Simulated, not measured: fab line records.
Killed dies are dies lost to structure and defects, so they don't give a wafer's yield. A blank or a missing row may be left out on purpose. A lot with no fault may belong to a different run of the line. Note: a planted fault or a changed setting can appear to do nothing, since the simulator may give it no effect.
Matching of chambers | flow n5_finfet | 3 sister chambers for N5_BEOL_M7_PECVD_70 on pecvd-01
The step deposits SiO2 from TEOS/O2, target thk 20 nm, time 22.7 s. 18 wafers are shown with their chamber, then 9 later ones without.

== WAFERS, EACH WITH ITS CHAMBER ==
wafer  | chamber | throttle_valve_pct (%) | showerhead_plenum_p_Torr (Torr) | heater_power_w (W)
L076.1 | 0       | 24.4                   | 8.83                            | 836
L076.2 | 1       | 21.6                   | 8.73                            | 793
L076.4 | 0       | 24.4                   | 8.84                            | 861
L078.2 | 2       | 21.5                   | 8.81                            | 857
L078.4 | 1       | 21.4                   | 8.77                            | 808
L078.6 | 2       | 21.8                   | 8.84                            | 881
L079.3 | 2       | 21.4                   | 8.83                            | 858
L079.4 | 2       | 21.7                   | 8.81                            | 855
L079.6 | 0       | 24.4                   | 8.82                            | 745
L085.1 | 1       | 21.3                   | 8.74                            | 808
L085.3 | 0       | 24.5                   | 8.81                            | 827
L085.5 | 0       | 24.6                   | 8.84                            | 859
L087.1 | 1       | 21.4                   | 8.73                            | 758
L087.3 | 2       | 21.9                   | 8.81                            | 877
L087.6 | 0       | 24.4                   | 8.80                            | 855
L089.1 | 1       | 21.4                   | 8.76                            | 782
L089.5 | 2       | 21.6                   | 8.82                            | 884
L089.6 | 0       | 24.3                   | 8.84                            | 859

SIGNATURES (averages over the wafers above)
reading                  | chamber 0 | chamber 1 | chamber 2 | scatter within a chamber
throttle_valve_pct       | 24.429    | 21.420    | 21.650    | 0.136
showerhead_plenum_p_Torr | 8.8257    | 8.7460    | 8.8200    | 0.0157
heater_power_w           | 834.57    | 789.80    | 868.67    | 29.5
Rule: distance of a wafer from a chamber = root of the sum over the readings of ((wafer's reading minus chamber's mean) / reading's scatter) squared. If the next closest chamber is less than 2 further off than the closest, the wafer can't be placed; otherwise it belongs to the closest. The scatter: take each reading less its chamber's mean, square it, sum over the shown wafers, divide by the number of wafers less the number of chambers, and take the root.

== WAFERS WHOSE CHAMBER IS MISSING ==
wafer  | throttle_valve_pct (%) | showerhead_plenum_p_Torr (Torr) | heater_power_w (W)
L092.1 | 24.2                   | 8.84                            | 772
L092.2 | 21.6                   | 8.74                            | 827
L092.4 | 24.6                   | 8.81                            | 765
L095.3 | 21.9                   | 8.82                            | 827
L095.4 | 21.6                   | 8.75                            | 764
L095.6 | 24.3                   | 8.80                            | 738
L096.1 | 24.6                   | 8.83                            | 847
L096.4 | 21.4                   | 8.74                            | 799
L096.5 | 24.5                   | 8.83                            | 860

== THE CHAMBER EACH PASSED THROUGH ==
wafer  | from the rows above | in truth
L092.1 | 0                   | 0
L092.2 | 1                   | 1
L092.4 | 0                   | 0
L095.3 | 2                   | 2
L095.4 | 1                   | 1
L095.6 | 0                   | 0
L096.1 | 0                   | 0
L096.4 | 1                   | 1
L096.5 | 0                   | 0
Correct placement for 9 of the 9. Not placeable from these rows: 0. 0 placed wrongly.
